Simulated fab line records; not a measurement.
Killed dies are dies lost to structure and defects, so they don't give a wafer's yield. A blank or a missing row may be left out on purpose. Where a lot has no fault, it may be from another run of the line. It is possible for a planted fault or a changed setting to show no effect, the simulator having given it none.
Matching of chambers + flow n5_finfet + N5_BEOL_M7_ETCH_62 on rie_diel-06: 4 sister chambers
The step etches SOC in N2/H2, target depth 110 nm, overetch 22 nm, time 165 s. 20 wafers are shown with their chamber, then 10 later ones without.

WAFERS PAIRED WITH THEIR CHAMBERS
| wafer  | chamber | showerhead_plenum_p_Torr (Torr) | drypump_motor_current_A (A) | rf_vpp_V (V) |
|--------|---------|---------------------------------|-----------------------------|--------------|
| L076.2 | 0       | 2.62                            | 5.6                         | 525          |
| L076.3 | 2       | 2.71                            | 4.8                         | 527          |
| L076.5 | 2       | 2.71                            | 4.8                         | 528          |
| L080.1 | 1       | 2.36                            | 5.5                         | 516          |
| L080.3 | 0       | 2.62                            | 5.7                         | 526          |
| L080.5 | 3       | 2.49                            | 6.2                         | 521          |
| L082.2 | 0       | 2.61                            | 5.6                         | 525          |
| L082.3 | 2       | 2.70                            | 4.8                         | 528          |
| L082.5 | 1       | 2.36                            | 5.6                         | 519          |
| L087.1 | 1       | 2.36                            | 5.6                         | 519          |
| L087.4 | 2       | 2.70                            | 4.8                         | 528          |
| L087.5 | 1       | 2.36                            | 5.6                         | 518          |
| L088.1 | 2       | 2.70                            | 4.8                         | 528          |
| L088.2 | 0       | 2.61                            | 5.6                         | 526          |
| L088.3 | 3       | 2.49                            | 6.1                         | 523          |
| L088.4 | 1       | 2.36                            | 5.6                         | 519          |
| L088.5 | 3       | 2.49                            | 6.1                         | 522          |
| L088.6 | 0       | 2.61                            | 5.6                         | 525          |
| L091.1 | 3       | 2.48                            | 6.2                         | 521          |
| L091.3 | 1       | 2.36                            | 5.5                         | 517          |

SIGNATURES, as means of the wafers listed above
| reading                  | chamber 0 | chamber 1 | chamber 2 | chamber 3 | scatter within a chamber |
|--------------------------|-----------|-----------|-----------|-----------|--------------------------|
| showerhead_plenum_p_Torr | 2.6140    | 2.3600    | 2.7040    | 2.4875    | 0.00444                  |
| drypump_motor_current_A  | 5.620     | 5.567     | 4.800     | 6.150     | 0.0443                   |
| rf_vpp_V                 | 525.40    | 518.00    | 527.80    | 521.75    | 0.893                    |
Rule: for a wafer and a chamber, the distance is found by dividing, reading by reading, the gap between the wafer's reading and the chamber's mean by the reading's scatter, squaring, summing and taking the root. If the next closest chamber is less than 2 further off than the closest, the wafer can't be placed; otherwise it belongs to the closest. The scatter: take each reading less its chamber's mean, square it, sum over the shown wafers, divide by the number of wafers less the number of chambers, and take the root.

WAFERS WITH NO CHAMBER GIVEN
| wafer  | showerhead_plenum_p_Torr (Torr) | drypump_motor_current_A (A) | rf_vpp_V (V) |
|--------|---------------------------------|-----------------------------|--------------|
| L091.5 | 2.36                            | 5.5                         | 518          |
| L093.1 | 2.48                            | 6.2                         | 521          |
| L093.4 | 2.69                            | 4.8                         | 528          |
| L093.5 | 2.48                            | 6.2                         | 522          |
| L096.2 | 2.69                            | 4.8                         | 528          |
| L096.3 | 2.48                            | 6.1                         | 522          |
| L096.5 | 2.48                            | 6.2                         | 524          |
| L097.1 | 2.69                            | 4.8                         | 529          |
| L097.3 | 2.60                            | 5.6                         | 527          |
| L097.5 | 2.35                            | 5.5                         | 518          |

EACH ONE'S CHAMBER
| wafer  | from the rows above | in truth |
|--------|---------------------|----------|
| L091.5 | 1                   | 1        |
| L093.1 | 3                   | 3        |
| L093.4 | 2                   | 2        |
| L093.5 | 3                   | 3        |
| L096.2 | 2                   | 2        |
| L096.3 | 3                   | 3        |
| L096.5 | 3                   | 3        |
| L097.1 | 2                   | 2        |
| L097.3 | 0                   | 0        |
| L097.5 | 1                   | 1        |
10 of 10 placed correctly. Not placeable from these rows: 0. Wrongly placed: 0.
